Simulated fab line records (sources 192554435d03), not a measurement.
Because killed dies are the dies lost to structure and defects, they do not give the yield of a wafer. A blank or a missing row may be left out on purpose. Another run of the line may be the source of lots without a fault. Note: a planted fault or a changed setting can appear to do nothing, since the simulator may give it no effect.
Lot-split experiment | flow n5 finfet | 7 lots, 39 wafers read, on a route of 1938 steps

== THE SPLIT ==
At N5_BEOL_M15_SPUTTER_44 (material Ta, target thk 15 nm, time 24.19 s), the setting target thk a was moved away from the recipe's 150 angstrom on 12 of the 39 wafers read, by -53.3% to -24.6%. For the rest of the wafers, this setting stayed at what the recipe calls for.

== FROM THE SPLIT TO THE READING: what the file shows between them, 3 steps ==
- N5_BEOL_M15_SPUTTER_45: material Cu, target thk 100 nm, time 16.67 s
- N5_BEOL_M15_ECD_47: material Cu, target thk 1860 nm
- N5_BEOL_M15_ANNEAL_48: time 90 s

== THE READING ==
barrier field endpoint s, in s, at N5_BEOL_M15_CMP_49 (polishes, stops on SiO2, t overpolish 4.9 s, target thk 850 nm). A value of 11.41 s with a standard deviation of 0.28 s is what fault-free wafers of this fab line usually give.

wafer  | tool, chamber at the split | target thk a as run, angstrom | against the recipe | barrier field endpoint s, s | against lot-mates on the recipe
L080.4 | pvd sputter-03, -          | 70.12                         | -53.3%             | 8.38                        | -3.17
L080.1 | pvd sputter-03, -          | 150                           | recipe             | 11.81                       | -
L080.3 | pvd sputter-03, -          | 70.12                         | -53.3%             | 8.42                        | -3.13
L080.2 | pvd sputter-03, -          | 70.12                         | -53.3%             | 8.76                        | -2.79
L080.6 | pvd sputter-03, -          | 150                           | recipe             | 11.53                       | -
L080.5 | pvd sputter-03, -          | 150                           | recipe             | 11.32                       | -
L079.1 | pvd sputter-02, -          | 150                           | recipe             | 11.71                       | -
L079.2 | pvd sputter-02, -          | 113.1                         | -24.6%             | 9.91                        | -1.58
L079.4 | pvd sputter-02, -          | 150                           | recipe             | 11.55                       | -
L079.3 | pvd sputter-02, -          | 150                           | recipe             | 11.20                       | -
L079.5 | pvd sputter-02, -          | 113.1                         | -24.6%             | 10.18                       | -1.31
L079.6 | pvd sputter-02, -          | 113.1                         | -24.6%             | 9.74                        | -1.75
L081.1 | pvd sputter-01, -          | 150                           | recipe             | 11.28                       | -
L081.4 | pvd sputter-01, -          | 150                           | recipe             | 11.53                       | -
L081.6 | pvd sputter-01, -          | 150                           | recipe             | 11.65                       | -
L085.2 | pvd sputter-01, -          | 150                           | recipe             | 11.68                       | -
L085.3 | pvd sputter-01, -          | 150                           | recipe             | 11.59                       | -
L085.4 | pvd sputter-01, -          | 150                           | recipe             | 11.17                       | -
L085.1 | pvd sputter-01, -          | 150                           | recipe             | 11.73                       | -
L085.5 | pvd sputter-01, -          | 150                           | recipe             | 11.57                       | -
L085.6 | pvd sputter-01, -          | 150                           | recipe             | 11.39                       | -
L088.4 | pvd sputter-03, -          | 150                           | recipe             | 11.38                       | -
L088.2 | pvd sputter-03, -          | 77.92                         | -48.1%             | 8.63                        | -2.93
L088.1 | pvd sputter-03, -          | 77.92                         | -48.1%             | 8.70                        | -2.86
L088.3 | pvd sputter-03, -          | 150                           | recipe             | 11.58                       | -
L088.6 | pvd sputter-03, -          | 150                           | recipe             | 11.73                       | -
L088.5 | pvd sputter-03, -          | 77.92                         | -48.1%             | 8.45                        | -3.11
L091.1 | pvd sputter-01, -          | 150                           | recipe             | 11.13                       | -
L091.4 | pvd sputter-01, -          | 150                           | recipe             | 10.95                       | -
L091.3 | pvd sputter-01, -          | 150                           | recipe             | 11.18                       | -
L091.2 | pvd sputter-01, -          | 150                           | recipe             | 11.17                       | -
L091.5 | pvd sputter-01, -          | 150                           | recipe             | 11.31                       | -
L091.6 | pvd sputter-01, -          | 150                           | recipe             | 10.78                       | -
L096.1 | pvd sputter-02, -          | 150                           | recipe             | 11.38                       | -
L096.4 | pvd sputter-02, -          | 150                           | recipe             | 11.06                       | -
L096.3 | pvd sputter-02, -          | 150                           | recipe             | 11.43                       | -
L096.2 | pvd sputter-02, -          | 100.3                         | -33.1%             | 9.20                        | -2.09
L096.6 | pvd sputter-02, -          | 100.3                         | -33.1%             | 9.55                        | -1.74
L096.5 | pvd sputter-02, -          | 100.3                         | -33.1%             | 9.23                        | -2.06

THE FIT
A straight line over all 39 wafers: barrier field endpoint s changes by +0.0571 s for each +1% of target thk a; r = +0.98; the points scatter about the line by 0.25 s.
The same after taking each lot's own level away (the mean of its wafers on the recipe; 39 wafers): +0.0593 s for each +1%; r = +0.99; scatter 0.19 s.
Per that fit: largest target thk a move, reading shift of 3.2 s.
The span of the lots' own levels, 11.087 to 11.563 s, comes to 1.7 times the standard deviation stated above.
The two slopes agree, so the slope changes little with the lot-to-lot level.
Check: -3.16 s against its lot-mates is what the line predicts for one of the wafers moved furthest among these (-53.3%) when that wafer is left out of the fit. It came out at -3.17 s against them.

== OTHER SPLITS APPLIED TO THESE WAFERS ==
Before the reading, these wafers also passed through other splits. Each is held against what the fit with the lots' levels taken away leaves over:
other split on the same wafers | wafers away from the commonest value | r with barrier field endpoint s (lot level and that fit taken away)
N5_BEOL_M9_DESCUM_16 time s    | 18                                   | +0.06

== THE WHOLE CHAIN: every reading that the file lists as answering this split, in the file's order ==
step                   | what it does                                                   | reading                                                                           | change (the file's fit)               | r (the file's)
N5_BEOL_M15_SPUTTER_44 | material Ta, target thk 15 nm, time 24.19 s                    | Ta_of_BEOL_M15_SPUTTER_44.thk nm (the simulator's own value, which no gauge read) | +0.152 nm for each +1% of the setting | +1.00
N5_BEOL_M15_CMP_49     | polishes, stops on SiO2, t overpolish 4.9 s, target thk 850 nm | barrier field endpoint s                                                          | +0.0595 s for each +1% of the setting | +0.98

== THE FILE'S OWN FIT ==
barrier field endpoint s changes by +0.0595 s for each +1% of target thk a, r = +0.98.
